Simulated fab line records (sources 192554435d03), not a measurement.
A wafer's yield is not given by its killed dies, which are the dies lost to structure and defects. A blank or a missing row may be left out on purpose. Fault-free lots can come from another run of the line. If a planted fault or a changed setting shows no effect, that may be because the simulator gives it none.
Chamber matching | flow n5Finfet | aldMetal-04 running N5_BEOL_M10_ALD_74: 4 sister chambers
The step deposits TaN, target thk 2 nm, pulse time 2 s, purge time 3 s. 8 wafers are shown with their chamber, then 8 later ones without.

WAFERS WITH THEIR CHAMBER
wafer  | chamber | heaterPowerW (W) | chamberPressureTorr (Torr)
L074.5 | 0       | 436              | 2.995
L077.4 | 3       | 387              | 2.999
L082.1 | 1       | 466              | 3.005
L082.2 | 0       | 437              | 2.993
L082.6 | 1       | 451              | 2.999
L081.5 | 2       | 477              | 3.014
L081.6 | 3       | 396              | 2.994
L086.1 | 2       | 470              | 2.997

WAFERS WITHOUT THEIR CHAMBER
wafer  | heaterPowerW (W) | chamberPressureTorr (Torr)
L086.4 | 436              | 3.012
L086.6 | 463              | 2.995
L088.1 | 470              | 3.003
L088.3 | 435              | 2.995
L088.4 | 394              | 3.001
L097.2 | 443              | 3.003
L097.3 | 468              | 3.000
L097.5 | 447              | 2.995

THE CHAMBER EACH PASSED THROUGH
wafer  | from the rows above     | in truth
L086.4 | can't be placed: 0 or 1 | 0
L086.6 | can't be placed: 1 or 2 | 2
L088.1 | can't be placed: 2 or 1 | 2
L088.3 | 0                       | 0
L088.4 | 3                       | 3
L097.2 | can't be placed: 0 or 1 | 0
L097.3 | can't be placed: 2 or 1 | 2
L097.5 | can't be placed: 0 or 1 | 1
Correct placement for 2 of the 8. These rows do not allow placing 6 (true chamber among the candidates in 6). Wrongly placed: 0.
How it was worked out, from the rows above alone: a wafer's distance from a chamber is the root of the sum, over the readings, of the square of ((its reading less the chamber's mean) divided by the reading's scatter). If the next closest chamber is less than 2 further off than the closest, the wafer can't be placed; otherwise it belongs to the closest. The mean given for a chamber averages the wafers shown for that chamber. How the scatter is found: for the shown wafers, subtract from each reading the mean of its chamber, square and add these, divide the total by (wafers less chambers), then take the root.
